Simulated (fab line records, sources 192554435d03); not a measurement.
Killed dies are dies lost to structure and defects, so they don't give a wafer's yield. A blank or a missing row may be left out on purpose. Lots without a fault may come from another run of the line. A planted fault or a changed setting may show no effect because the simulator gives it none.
fab line records | flow n5_finfet
record lots=5 wafers=14 last_day=19
route steps=1938 shown STI_FIN_REVEAL@184 PASSIVATION@1936
lots that met no fault: from a run of the same line without faults
start_h: hours from the record's first day to the start of the lot's first wafer shown | wait_h: hours since the lot's step before | " the same as in the row above | L1.1+2: a row that stands for several wafers | - no value, or no start given | * or withheld: withheld | < > ~ a bound
route shown NAME@n: a module of which the file shows steps, and the number in the route of the first | usual: mean/standard deviation of fault-free wafers | same: alike in all rows | chamber/n: place in a boat | sites: the reading at each site | _std_site: their standard deviation | _edge_site: outer sites' mean less inner sites' | radius_mm: how far each site lies from the wafer's centre | mask NAME#n: copy n | behind: the tool/chamber that last shaped the wafer | hold: why the lot was held/for how many hours/how that ended | device: the transistor (n, p or np) that didn't switch | end of line: the same wafers' tests at the end of the route | a step without rows: its recipe alone | killed: dies lost to structure and defects at the first sort, not the wafer's yield | map: a wafer's dies, x killed, . not, _ none there
set.NAME: the setting as run; set.NAME@STEP: as run at that earlier step | model.NAME: the simulator's own value behind a step, which no gauge read
lots at some steps of the route; a table a step, a row a wafer
services: from which hour (start_h, from the record's first day; less than 0 if before it) a tool's chamber was out of use, for how many hours, and why
## steps
# step N5_STI_FIN_REVEAL_ALD_14
# recipe material=Si3N4 target_thk_a=30 temp_c=400 ald_precursor_family=SiH2I2 ald_co_reactant=N2/H2-plasma pressure_torr=2
# usual heater_power_w=856/100
# columns lot.wafer tool chamber start_h wait_h heater_power_w since_wet_clean_h
L912.3 ald_sin-01 0 57.58 0.0 923 49
L912.4 " 1 " " 735 49
L912.5 " 3 " " 851 -
L915.1 ald_sin-03 3 75.92 0.0 877 265
L915.2 " 0 " " 786 265
L915.4 " 1 " " 937 265
L917.1 ald_sin-02 3 87.69 0.0 748 184
L917.2 " 1 " " 972 184
L917.4 " 0 " " 772 184
L921.1 ald_sin-03 2 111.73 0.0 1054 301
L921.2 " 0 " " 789 301
L921.4 " 1 " " 896 301
L925.5 ald_sin-02 1 144.86 0.1 943 -
L925.6 " 0 " " 786 -
# step N5_STI_FIN_REVEAL_FCVD_FILL_01
# recipe material=SiO2_flowable target_thk_a=3120 temp_c=100 pressure_torr=0.8 rf_w=2000 time_s=512.2
# step N5_STI_FIN_REVEAL_DENSIFY_02
# recipe temp_c=650 ambient=steam time_s=1800 idle_temp_c=400 densification_p_h2o_torr=640
# step N5_STI_FIN_REVEAL_CMP_04
# recipe stop_on=Si3N4 t_overpolish_s=4 down_force_psi=2 platen_rpm=54.18 post_cmp_clean=alkaline_brush pad_velocity_m_s=1.078 target_thk_nm=131.83
# step N5_STI_FIN_REVEAL_THK_MEAS_05
# usual thk_nm=132.0/0.99
# columns lot.wafer tool chamber start_h wait_h thk_nm
L912.3 film_metro-02 - 63.52 - 131.4
L912.4 " - " " 131.3
L912.5 " - " " 132.2
L915.1 film_metro-01 - 81.25 - 130.8
L915.2 " - " " 131.5
L915.4 " - " " 131.5
L917.1 film_metro-02 - 93.02 - 130.0
L917.2 " - " " 131.5
L917.4 " - " " 131.2
L921.1 film_metro-01 - 117.09 - 131.9
L921.2 " - " " 131.4
L921.4 " - " " 130.9
L925.5 film_metro-02 - 150.11 - 132.2
L925.6 " - " " 132.0
# step N5_STI_FIN_REVEAL_DENSIFY_30
# recipe temp_c=* time_s=* ambient=N2 idle_temp_c=600 ramp_up_c_per_s=150 ramp_down_c_per_s=60 cool_to_c=600
# step N5_STI_FIN_REVEAL_ETCHBACK_08
# recipe chemistry=C4F6/O2 target=SiO2 target_depth_a=305 time_s=10.167 ion_energy_ev=250 pressure_mtorr=30 source_w=345 bias_w=185 Ar_flow_sccm=300 C4F6_flow_sccm=10 O2_flow_sccm=10
# usual drypump_motor_current_A=5.7/0.43 oes_f_703_au=0.76/0.059 oes_product_au=0.77/0.065 rf_vpp_V=670/5.5 showerhead_plenum_p_Torr=2.88/0.049 throttle_valve_pct=21.15/0.15
# columns lot.wafer tool chamber start_h wait_h drypump_motor_current_A oes_f_703_au oes_product_au rf_hours_counter_h rf_vpp_V showerhead_plenum_p_Torr throttle_valve_pct
L912.3 rie_diel-04 0 63.76 0.1 6.0 0.71 0.70 189 667 2.83 20.97
L912.4 " 1 " " 5.4 0.72 0.71 179 674 2.95 21.08
L912.5 " 1 " " 5.3 0.71 0.71 - 674 2.95 21.09
L915.1 rie_diel-04 1 81.51 0.2 5.3 0.71 0.72 185 672 2.95 21.10
L915.2 " 2 " " 6.2 0.77 0.76 156 668 2.84 21.08
L915.4 " 0 " " 6.0 0.70 0.70 195 666 2.82 21.00
L917.1 rie_diel-04 1 93.65 0.6 5.3 0.71 0.72 187 673 2.95 21.09
L917.2 " 0 " " 6.0 0.70 0.70 198 666 2.82 21.01
L917.4 " 2 " " 6.2 0.77 0.77 159 668 2.84 21.11
L921.1 rie_diel-04 0 117.48 0.2 6.0 0.69 0.69 205 667 2.82 21.00
L921.2 " 2 " " 6.2 0.77 0.75 167 669 2.83 21.09
L921.4 " 3 " " 5.3 0.70 0.69 199 656 2.95 21.33
L925.5 rie_diel-02 1 150.38 0.1 5.7 0.74 0.75 - 676 2.86 21.32
L925.6 " 2 " " 4.9 0.75 0.76 - 674 2.85 21.41
# step N5_STI_FIN_REVEAL_STRIP_24
# recipe chemistry=N2/H2 time_s=90 power_w=100 temp_c=40 pressure_mtorr=100 rf_frequency_hz=6e+07 bias_power_w=3 n2_flow_sccm=300 h2_flow_sccm=300
# usual drypump_motor_current_A=5.7/0.43 oes_product_au=0.77/0.067 rf_vpp_V=45.4/0.87 showerhead_plenum_p_Torr=3.42/0.06 temp_c=40.00/0.1 throttle_valve_pct=12.21/0.2
# columns lot.wafer tool chamber start_h wait_h drypump_motor_current_A oes_product_au rf_hours_counter_h rf_vpp_V showerhead_plenum_p_Torr temp_c throttle_valve_pct
L912.3 rie_diel-04 0 63.80 0.0 6.0 0.71 189 46.7 3.36 40.05 12.19
L912.4 " 1 " " 5.3 0.73 179 45.8 3.50 39.91 12.21
L912.5 " 1 " " 5.3 0.72 - 44.0 3.50 39.84 12.19
L915.1 rie_diel-04 1 81.54 0.0 5.4 0.71 185 45.9 3.50 39.94 12.21
L915.2 " 2 " " 6.3 0.77 156 46.3 3.37 40.04 12.19
L915.4 " 0 " " 6.0 0.70 195 45.1 3.36 40.02 12.21
L917.1 rie_diel-04 1 93.69 0.0 5.3 0.71 187 43.4 3.49 39.93 12.21
L917.2 " 0 " " 6.0 0.70 198 45.0 3.36 39.72 12.22
L917.4 " 2 " " 6.3 0.76 159 46.1 3.37 39.90 12.20
L921.1 rie_diel-04 0 117.51 0.0 6.0 0.69 205 43.6 3.35 39.94 12.26
L921.2 " 2 " " 6.2 0.76 167 45.0 3.36 39.79 12.21
L921.4 " 3 " " 5.3 0.69 199 46.8 3.48 39.85 12.42
L925.5 rie_diel-02 1 150.44 0.0 5.7 0.75 - 44.6 3.38 39.89 12.30
L925.6 " 2 " " 4.9 0.76 - 44.3 3.38 39.98 12.47
# step N5_STI_FIN_REVEAL_PRECLEAN_25
# recipe chemistry=SPM time_s=90 temp_c=120 mix=4:1
# step N5_STI_FIN_REVEAL_PRECLEAN_26
# recipe chemistry=SC1 time_s=45 temp_c=46 mix=1:2:100
# step N5_STI_FIN_REVEAL_PRECLEAN_29
# recipe chemistry=DHF time_s=30 temp_c=25 dilution=300:1
# step N5_STI_FIN_REVEAL_SRD_12
# recipe time_s=30 temp_c=23 rinse_liquid=diw dry=ipa_marangoni
# step N5_STI_FIN_REVEAL_RECESS_09
# recipe chemistry=HF/NH3 target=SiO2 afs_cycles=11 target_depth_a=425 temp_c=30 sublimation_temp_c=180 sublimation_time_s=60
# usual drypump_motor_current_A=5.8/0.39 temp_c=30.04/0.11
# columns lot.wafer tool chamber start_h wait_h drypump_motor_current_A temp_c
L912.3 vapor_etch-01 0 64.55 0.6 6.0 30.03
L912.4 " 1 " " 6.5 29.96
L912.5 " 1 " " 6.5 29.88
L915.1 vapor_etch-02 0 81.76 0.0 5.6 30.01
L915.2 " 1 " " 5.5 30.27
L915.4 " 1 " " 5.4 30.08
L917.1 vapor_etch-02 0 93.90 0.0 5.6 30.05
L917.2 " 1 " " 5.5 29.85
L917.4 " 0 " " 5.7 30.12
L921.1 vapor_etch-01 1 117.73 0.0 6.5 30.11
L921.2 " 0 " " 6.0 29.99
L921.4 " 0 " " 6.0 29.83
L925.5 vapor_etch-01 1 151.89 1.3 6.5 29.95
L925.6 " 0 " " 6.0 29.94
# step N5_STI_FIN_REVEAL_STRIP_16
# recipe chemistry=H3PO4 material=SiNx temp_c=165 target_depth_a=238 overetch_fraction=0.4964 dry=ipa_marangoni
# step N5_STI_FIN_REVEAL_PRECLEAN_17
# recipe chemistry=NF3:NH3 afs_cycles=1 temp_c=30 time_s=20 sublimation_temp_c=180 sublimation_time_s=60 pressure_torr=3 rf_power_w=30
# step N5_STI_FIN_REVEAL_ETCH_34
# recipe chemistry=H2 mode=isotropic material=Si target=Si target_depth_a=9.7 temp_c=20 pressure_mtorr=4.5 icp_w=300 bias_w=0 h2_flow_sccm=7.5 he_flow_sccm=142.5
# usual drypump_motor_current_A=5.7/0.53 he_backside_leak_sccm=2.72/0.28 oes_product_au=1.001/0.023 temp_c=20.00/0.11 throttle_valve_pct=25.83/0.28
# columns lot.wafer tool chamber start_h wait_h drypump_motor_current_A he_backside_leak_sccm oes_product_au rf_hours_counter_h temp_c throttle_valve_pct
L912.3 rie_si-03 3 66.11 0.1 4.9 2.72 1.022 80 20.09 25.87
L912.4 " 1 " " 5.6 3.48 0.987 181 19.84 25.97
L912.5 " 3 " " 4.9 2.83 1.033 - 20.04 25.89
L915.1 rie_si-02 2 83.85 0.2 5.0 2.86 1.018 72 19.99 26.02
L915.2 " 3 " " 5.6 2.46 0.965 3 20.01 25.66
L915.4 " 0 " " 5.5 2.74 1.024 30 19.98 25.95
L917.1 rie_si-03 0 95.99 0.2 6.0 2.47 0.972 148 20.24 25.34
L917.2 " 1 " " 5.6 3.13 0.985 182 19.97 25.95
L917.4 " 2 " " 5.2 2.54 1.026 106 20.08 25.68
L921.1 rie_si-03 3 119.82 0.2 4.9 2.61 1.022 80 19.84 25.90
L921.2 " 0 " " 6.0 2.74 0.980 148 19.72 25.34
L921.4 " 1 " " 5.6 3.27 0.985 182 19.87 25.96
L925.5 rie_si-01 0 152.94 0.1 5.4 2.38 0.983 - 20.09 25.74
L925.6 " 1 " " 6.7 2.72 1.021 - 20.02 26.05
# step N5_STI_FIN_REVEAL_OXIDATION_31
# recipe chemistry=O2_PLASMA_REMOTE temp_c=150 time_s=20 pressure_mtorr=1000 source_power_w=2000 o2_flow_sccm=3000
# usual drypump_motor_current_A=5.25/0.2 heater_power_w=148/8.4 temp_c=149.99/0.15
# columns lot.wafer tool chamber start_h wait_h drypump_motor_current_A heater_power_w rf_hours_counter_h temp_c
L912.3 plasma_asher-01 0 66.19 0.1 5.38 149 - 150.12
L912.4 " 1 " " 4.89 133 - 150.08
L912.5 " 0 " " 5.35 148 - 150.05
L915.1 plasma_asher-02 0 83.98 0.1 5.41 150 38 150.11
L915.2 " 1 " " 5.33 153 38 150.27
L915.4 " 0 " " 5.42 151 - 150.01
L917.1 plasma_asher-02 1 96.06 0.0 5.32 155 40 149.93
L917.2 " 0 " " 5.40 152 40 149.74
L917.4 " 1 " " 5.31 152 - 149.79
L921.1 plasma_asher-02 0 120.20 0.4 5.40 154 46 150.07
L921.2 " 1 " " 5.33 158 46 149.92
L921.4 " 0 " " 5.40 152 - 150.35
L925.5 plasma_asher-01 1 153.03 0.1 4.91 136 - 149.86
L925.6 " 0 " " 5.38 147 - 150.03
# step N5_STI_FIN_REVEAL_PRECLEAN_32
# recipe chemistry=NF3:NH3 afs_cycles=1 temp_c=30 time_s=20 sublimation_temp_c=180 sublimation_time_s=60 pressure_torr=3 rf_power_w=30
# step N5_STI_FIN_REVEAL_STRIP_35
# recipe chemistry=H3PO4 material=Si3N4 temp_c=165 target_depth_a=40 time_s=39
# step N5_STI_FIN_REVEAL_SRD_21
# recipe dry=ipa_marangoni time_s=30 temp_c=23 rinse_liquid=diw
# step N5_STI_FIN_REVEAL_OXIDATION_33
# recipe chemistry=O2_PLASMA_REMOTE temp_c=150 time_s=20 pressure_mtorr=1000 source_power_w=2000 o2_flow_sccm=3000
# step N5_STI_FIN_REVEAL_CLEAN_19
# recipe chemistry=O3/DIW temp_c=25 time_s=120 o3_ppm=10
# step N5_STI_FIN_REVEAL_SRD_23
# recipe dry=ipa_marangoni time_s=30 temp_c=23 rinse_liquid=diw
# step N5_STI_FIN_REVEAL_CD_MEAS_22
# recipe target_cd_nm=6.238 pitch_nm=28 polarity=line
# usual cd_nm=6.29/0.24
# columns lot.wafer tool chamber start_h wait_h cd_nm
L912.3 cd_sem-03 - 66.69 0.0 6.46
L912.4 " - " " 6.73
L912.5 " - " " 6.43
L915.1 cd_sem-02 - 84.51 0.0 6.29
L915.2 " - " " 6.09
L915.4 " - " " 6.29
L917.1 cd_sem-02 - 96.57 0.0 6.26
L917.2 " - " " 6.57
L917.4 " - " " 6.27
L921.1 cd_sem-02 - 120.77 0.0 6.46
L921.2 " - " " 6.43
L921.4 " - " " 6.49
L925.5 cd_sem-01 - 153.52 0.0 6.53
L925.6 " - " " 6.95
# step N5_STI_FIN_REVEAL_FIN_H_MEAS_10
# usual trench_depth_nm=51.9/0.58
# columns lot.wafer tool chamber start_h wait_h trench_depth_nm
L912.3 ocd-02 - 66.72 0.0 52.7
L912.4 " - " " 52.0
L912.5 " - " " 51.4
L915.1 ocd-02 - 84.54 0.0 50.7
L915.2 " - " " 52.1
L915.4 " - " " 52.1
L917.1 ocd-02 - 96.60 0.0 50.9
L917.2 " - " " 51.2
L917.4 " - " " 51.5
L921.1 ocd-02 - 120.80 0.0 52.4
L921.2 " - " " 51.5
L921.4 " - " " 52.0
L925.5 ocd-02 - 153.55 0.0 55.5
L925.6 " - " " 52.3
# step N5_STI_FIN_REVEAL_PRECLEAN_18
# recipe chemistry=SC2 time_s=45 temp_c=35 mix=1:1:50
# step N5_PASSIVATION_PROBE_49
# usual killed_at_M0_to_M3=37/12 killed_at_M4_up=15/5.6 killed_at_contacts=13/6.9 killed_at_front_end=40/11 killed_at_other=4/3.2 killed_dies=109/20 killed_open=73/15 killed_short=35/8.3
# same gross_dies=1180 killed_at_back_side=0
# columns lot.wafer tool chamber start_h wait_h killed_at_M0_to_M3 killed_at_M4_up killed_at_contacts killed_at_front_end killed_at_other killed_dies killed_open killed_short
L915.1 prober-01 - 387.53 0.0 47 6 10 30 1 94 60 34
L915.2 prober-01 - 387.58 0.1 35 12 19 21 5 92 59 32
L915.4 prober-01 - 387.68 0.2 26 24 14 36 2 102 79 22
L917.1 prober-01 - 397.98 0.0 49 11 20 51 7 138 89 49
L917.4 prober-01 - 398.13 0.2 70 11 6 36 3 126 80 45
L921.1 prober-01 - 411.84 0.0 39 14 9 37 5 104 62 42
L921.2 prober-01 - 411.89 0.1 34 11 4 43 2 94 52 42
L921.4 prober-01 - 411.99 0.2 30 9 4 37 2 82 53 29
# killed by level:class
L915.1 BEOL_M0_SAQP:geometric_particle:short=11 BEOL_M0_SAQP:geometric_particle:open=8 BEOL_M3:geometric_particle:open=8 STI_FIN_REVEAL:geometric_particle:open=7 MOL_CONTACT_COAG:geometric_particle:open=7 BEOL_M2:geometric_particle:open=7 BEOL_M3:geometric_particle:short=6 GATE_CUT:geometric_particle:short=5
L915.2 MOL_CONTACT_COAG:geometric_particle:open=15 BEOL_M0_SAQP:geometric_particle:open=9 BEOL_M0_SAQP:geometric_particle:short=8 BEOL_M2:geometric_particle:open=6 BEOL_M3:geometric_particle:open=6 BEOL_M4:geometric_particle:open=6 FIN_SAQP:geometric_particle:short=5 FIN_SAQP:geometric_particle:open=4
L915.4 MOL_CONTACT_COAG:geometric_particle:open=13 STI_FIN_REVEAL:geometric_particle:open=11 BEOL_M4:geometric_particle:open=11 BEOL_M2:geometric_particle:open=9 FIN_SAQP:geometric_particle:open=5 BEOL_M3:geometric_particle:open=5 BEOL_M0_SAQP:geometric_particle:open=4 STARTING-WAFER:geometric_particle:open=4
L917.1 MOL_CONTACT_COAG:geometric_particle:open=16 BEOL_M2:geometric_particle:open=14 BEOL_M0_SAQP:geometric_particle:open=13 FIN_SAQP:geometric_particle:short=12 STI_FIN_REVEAL:geometric_particle:open=10 FIN_SAQP:geometric_particle:open=8 BEOL_M3:geometric_particle:open=7 BEOL_M0_SAQP:geometric_particle:short=6
L917.4 BEOL_M3:geometric_particle:open=21 STI_FIN_REVEAL:geometric_particle:open=13 BEOL_M2:geometric_particle:open=12 BEOL_M0_SAQP:geometric_particle:short=11 BEOL_M0_SAQP:geometric_particle:open=11 STI_FIN_REVEAL:geometric_particle:short=7 BEOL_M3:geometric_particle:short=6 GATE_CUT:geometric_particle:short=4
L921.1 FIN_SAQP:geometric_particle:short=12 BEOL_M1:geometric_particle:short=8 FIN_SAQP:geometric_particle:open=7 MOL_CONTACT_COAG:geometric_particle:open=7 BEOL_M1:geometric_particle:open=7 BEOL_M3:geometric_particle:open=7 STI_FIN_REVEAL:geometric_particle:open=6 BEOL_M2:geometric_particle:short=6
L921.2 FIN_SAQP:geometric_particle:short=13 FIN_SAQP:geometric_particle:open=9 BEOL_M2:geometric_particle:open=9 STI_FIN_REVEAL:geometric_particle:open=6 BEOL_M0_SAQP:geometric_particle:open=5 BEOL_M2:geometric_particle:short=5 BEOL_M0:geometric_particle:short=4 BEOL_M1:geometric_particle:open=4
L921.4 FIN_SAQP:geometric_particle:short=8 GATE_CUT:geometric_particle:short=7 BEOL_M1:geometric_particle:open=7 BEOL_M0_SAQP:geometric_particle:open=6 FIN_SAQP:geometric_particle:open=5 BEOL_M3:geometric_particle:open=5 DUMMY_GATE:geometric_particle:open=4 BEOL_M2:geometric_particle:open=4
## services
# columns tool chamber start_h hours kind
rie_si-01 - 37.42 14.6 pm
rie_si-03 0 38.13 3.4 repair
ald_sin-02 - 40.99 6.0 pm
plasma_asher-01 - 45.23 0.5 repair
ald_sin-03 1 54.80 2.8 repair
ald_sin-03 0 58.77 9.0 repair
ald_sin-01 3 69.84 2.9 repair
rie_si-03 - 70.51 2.8 pm
rie_diel-02 - 71.96 1.9 repair
ald_sin-02 - 75.15 1.5 repair
rie_diel-02 - 91.19 4.7 repair
ald_sin-01 - 102.83 2.8 pm
ald_sin-03 - 114.15 3.6 repair
plasma_asher-01 - 117.74 3.1 repair
ald_sin-01 - 119.33 4.3 pm
ald_sin-03 2 127.32 6.2 repair
rie_diel-04 1 137.43 26.9 repair
ald_sin-03 - 138.77 1.3 repair
rie_diel-04 - 140.31 15.6 pm
ald_sin-01 - 143.33 14.6 pm
rie_si-01 1 143.65 4.7 repair
rie_si-02 0 144.13 3.1 repair
rie_si-01 2 148.58 5.1 repair
plasma_asher-02 - 150.58 0.7 repair
## key
first_sign step=N5_STI_FIN_REVEAL_FIN_H_MEAS_10 reading=trench_depth_nm direction=up sigmas=6.3 usual=51.9 struck=55.5
effect none on later readings
met_at N5_STI_FIN_REVEAL_RECESS_09
struck_wafers L925.5
tester_left_out L925
onset_between 117.73 151.89
fault kind=process_parameter_drift tool=vapor_etch-01 chamber=- onset_h=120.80 steps=N5_STI_FIN_REVEAL_RECESS_09 channel=target_depth_a offset=35.82 shape=step end_h=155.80 scope=struck_wafers_only acts_in=these_recipes_only stated=425
# tester_left_out: of these lots the tester's yield and bins aren't shown, on N5 and GAA mostly nor the transistor test; their killed dies are dies lost to structure and defects alone, not to doping, threshold or leakage, so they don't give the yield
